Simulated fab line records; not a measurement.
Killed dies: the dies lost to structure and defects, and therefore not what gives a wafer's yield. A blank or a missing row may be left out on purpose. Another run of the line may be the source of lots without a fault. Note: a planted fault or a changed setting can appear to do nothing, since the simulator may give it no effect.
Which tool is to blame?	flow n5Finfet	39 wafers from 13 lots sampled at 2 of the route's 1938 steps

WHAT THE GAUGES READ, wafer by wafer
N5_PASSIVATION_OVL_MEAS_63.
lot	measured	on	PAD_OVL (nm)
L929	day 13 01:20	overlay-01	-1 -1 2
L928	day 12 21:53	overlay-02	4 1 2
L930	day 18 04:44	overlay-02	0 -8 -10
L931	day 15 08:42	overlay-01	-4 0 -3
L933	day 16 06:51	overlay-02	-7 -11 -13
L935	day 16 16:22	overlay-02	-8 -3 -1
L938	day 17 17:40	overlay-02	-6 -2 -5
L939	day 17 17:49	overlay-01	5 0 -2
L943	day 18 04:16	overlay-01	-4 -6 -11
L942	day 19 12:14	overlay-01	2 -7 -5
L946	day 20 00:24	overlay-01	-7 -5 -3
L948	day 20 01:41	overlay-01	-6 -8 -5
L949	day 20 01:01	overlay-02	-10 -10 -10

WHICH TOOL RAN EACH LOT (tool, then ch and the chambers of the sampled wafers, then the start)
lot	N5_BEOL_M1_SPUTTER_92
L929	pvdSputter-01, day 7 03:17
L928	pvdSputter-02, day 7 03:22
L930	pvdSputter-02, day 7 05:22
L931	pvdSputter-03, day 7 10:35
L933	pvdSputter-03, day 8 02:55
L935	pvdSputter-02, day 8 22:47
L938	pvdSputter-03, day 9 19:49
L939	pvdSputter-03, day 10 03:00
L943	pvdSputter-02, day 10 18:41
L942	pvdSputter-02, day 10 20:32
L946	pvdSputter-03, day 11 00:35
L948	pvdSputter-03, day 11 08:34
L949	pvdSputter-03, day 11 17:51
- N5_BEOL_M1_SPUTTER_92: material Cu, target thk 4.5 nm, time 8.29 s.

WHAT THE TOOLS THEMSELVES READ (means of the sampled wafers that have a number; where no wafer has one, the mark that the record gives instead)
N5_BEOL_M1_SPUTTER_92.
lot	tool	throttleValvePct (%)
L929	pvdSputter-01	30.5
L928	pvdSputter-02	30.5
L930	pvdSputter-02	30.3
L931	pvdSputter-03	29.7
L933	pvdSputter-03	30.1
L935	pvdSputter-02	30.4
L938	pvdSputter-03	30.2
L939	pvdSputter-03	30.7
L943	pvdSputter-02	30.0
L942	pvdSputter-02	30.3
L946	pvdSputter-03	30.3
L948	pvdSputter-03	30.3
L949	pvdSputter-03	30.0

THE ANSWER, worked out from the rows above alone
Rule: the lots themselves supply what counts as usual. Put in order of their means at a reading, lots are off if they are a third of the lots or fewer, leave a main group of 4 or more, and stand apart from it by a gap of 3 or more times the standard deviation of the main group's means; of several such gaps the widest counts. If all means in a main group match to the digits the tables above print for the reading, that group is not used. A lot without any number at a reading at which 4 lots or more have one is off too. All remaining lots with rows at the step are treated as sound. The gauges are gone through in route order, then the tools' own readings, and for those a lot's mean is taken as printed above. The first step at which some lot is off is used, and at that step the reading that is off furthest; a lot without a number counts as furthest.
Nothing can be told from this: no lot is off at any reading shown.

WHAT THE SIMULATOR PUT IN
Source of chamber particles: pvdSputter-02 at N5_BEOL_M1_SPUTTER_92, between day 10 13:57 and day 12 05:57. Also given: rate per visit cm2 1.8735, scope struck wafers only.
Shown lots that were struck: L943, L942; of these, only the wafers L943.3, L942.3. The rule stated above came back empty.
